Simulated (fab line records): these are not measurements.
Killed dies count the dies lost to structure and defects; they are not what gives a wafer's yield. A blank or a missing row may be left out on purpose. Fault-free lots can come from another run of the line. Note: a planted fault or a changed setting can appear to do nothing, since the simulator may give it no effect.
Struck lot and sound lot, side by side / flow n5Finfet / 39 out of 1938 route steps
Sound: wafers L396.1, L396.4, L396.6. Wafers struck: L390.1, L390.3, L390.6. The cause comes at the end.
Per side, at each step with rows, come the tool, then ch with its chambers, and then its first start. Under that, the readings that differ: sound wafers / struck wafers / difference of the means / sigmas: that difference in standard deviations of wafers without a fault.
alike: a reading whose means differ by less than 2 such deviations, as well as words and numbers matching on both sides. not compared: withheld readings; readings where some wafer has no value; bounds like >300 that might hide an equal value; numbers whose values overlap and for which the record gives no deviation.
The two part at a step that has a row with sigmas, a row that says differs or no value, or rows on one side only. Non-overlapping numbers with no deviation appear without sigmas and do not part them. Lack of a reading on every wafer of one side parts them only where that side has two or more wafers.

first, 9 steps without rows for these wafers: N5_BEOL_M4_ANNEAL_95 (time 240 s); N5_BEOL_M4_SPUTTER_96 (material Cu, target thk 4.5 nm, time 8.29 s); N5_BEOL_M4_ECD_50 (material Cu, target thk 300 nm); N5_BEOL_M4_ANNEAL_51 (time 90 s); N5_BEOL_M4_CMP_52 (polishes, stops on SiOC, t overpolish 6.8 s, target thk 40 nm); N5_BEOL_M4_PRE_CLEAN_60 (time 15 s); N5_BEOL_M4_CO_CAP_55 (material Co, precursor CCTBA/H2, target thk 2 nm, time 102.1 s); N5_BEOL_M4_PRE_CLEAN_56 (time 15 s); N5_BEOL_M4_DEP_57 (deposits SiCN from 3MS/NH3, target thk 8 nm, time 14 s).
N5_BEOL_M4_RC_MEAS_101:
  sound on prober-01 ch 0, day 14 04:59; struck on prober-02 ch 0, day 12 15:43
  alike: DIBL_N, DIBL_P, IOFF_N, IOFF_P, ION_N, ION_P, SS_N, SS_P, VT_N, VT_P
then, 24 steps without rows for these wafers: N5_BEOL_M5_ILD_DEP_00 (deposits SiCOH lowk from DEMS/porogen, target thk 140.64 nm, time 25.9 s); N5_BEOL_M5_CURE_79 (cures SiCOH lowk, time 240 s); N5_BEOL_M5_PECVD_70 (deposits SiO2 from TEOS/O2, target thk 16 nm, time 18 s); N5_BEOL_M5_HM_DEP_02 (deposits TiN, target thk 20 nm); N5_BEOL_M5_COAT_59 (time 60 s, resist thk 60 nm); N5_BEOL_M5_COAT_60 (time 60 s, resist thk 12 nm); N5_BEOL_M5_COAT_71 (time 60 s, resist thk 5 nm); N5_BEOL_M5_COAT_05 (resist thk 30 nm); N5_BEOL_M5_EBR_07; N5_BEOL_M5_SOFTBAKE_06 (time 60 s); N5_BEOL_M5_EXPOSE_08 (exposes mask M5, target cd 28 nm); N5_BEOL_M5_PEB_09 (peb time 60 s); N5_BEOL_M5_DEVELOP_10 (develop time 30 s); N5_BEOL_M5_DESCUM_16 (chemistry O2, time 7 s); N5_BEOL_M5_ETCH_72 (etches underlayer in N2/H2, target depth 6.5 nm, time 5.2 s); N5_BEOL_M5_ETCH_61 (etches SiARC in CF4, target depth 15.6 nm, time 26 s); N5_BEOL_M5_ETCH_62 (etches SOC in N2/H2, target depth 75 nm, overetch 15 nm, time 112.5 s); N5_BEOL_M5_STRIP_63 (strips in N2/H2); N5_BEOL_M5_STRIP_73 (strips in N2/H2); N5_BEOL_M5_STRIP_64 (strips in CF4); N5_BEOL_M5_HM_OPEN_17 (chemistry Cl2/BCl3, target TiN, target depth 20 nm, overetch 6 nm); N5_BEOL_M5_STRIP_19 (strips in O2); N5_BEOL_M5_COAT_65 (time 60 s, resist thk 60 nm); N5_BEOL_M5_COAT_66 (time 60 s, resist thk 12 nm).
-- record jumps: 4 days separate the struck wafers' starts on either side; left off in module BEOL_M5, taken up again in module BEOL_M12, whose first shown step is the route's number 1648 --
N5_BEOL_M12_SPUTTER_43: material TaN, target thk 15 nm, time 24.19 s.
  struck on pvdSputter-02, day 16 09:26; sound on pvdSputter-02, day 17 15:40
  no value came back on the struck wafers for biasV (V), cathodeDcPowerW (W), throttleValvePct (%); on the sound wafers biasV (V) reads 168.7 169.9 168.5
N5_BEOL_M12_CMP_49: polishes, stops on SiOC, t overpolish 20.6 s, target thk 320 nm.
  sound on cmp-04 ch 0,1,3, day 17 16:38; struck on cmp-02 ch 0,2, day 16 10:11
reading=barrierFieldEndpointS (s); sound=30.6 30.3 30.7; struck=12.0 11.7 11.7; difference=-18.7; sigmas=-23
reading=model.Cu_of_BEOL_M12_ECD_47.thkNm (nm); sound=320.2 314.8 313.8; struck=332.2 336.4 330.4; difference=+16.7; sigmas=
  alike: clearingPlatenRpm, motorCurrentA
  not compared: padLifeWafers
N5_BEOL_M12_THK_MEAS_50: measures by xrf.
  struck on filmMetro-01, day 16 10:26; sound on filmMetro-01, day 17 16:55
reading=M12_THK (nm); sound=312 308 306; struck=329 334 326; difference=+21; sigmas=+4
N5_BEOL_M12_RS_MEAS_54: the measuring method here is four-point-probe.
  struck on filmMetro-01, day 16 10:34; sound on filmMetro-02, day 17 17:02
reading=M12_RS (ohm/sq); sound=0.0601 0.0612 0.0614; struck=0.0577 0.0571 0.0582; difference=-0.0032; sigmas=-4
N5_PASSIVATION_PROBE_49:
  only the struck wafers here have rows in the record (prober-02, day 17 20:27); the sound ones have none

WHERE THEY PART
Last at N5_PASSIVATION_PROBE_49 as far as this record goes, first at N5_BEOL_M12_SPUTTER_43.

WHY: whatever the simulator had introduced
Beginning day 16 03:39, the whole step at N5_BEOL_M12_SPUTTER_43 was skipped on pvdSputter-02. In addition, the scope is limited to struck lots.
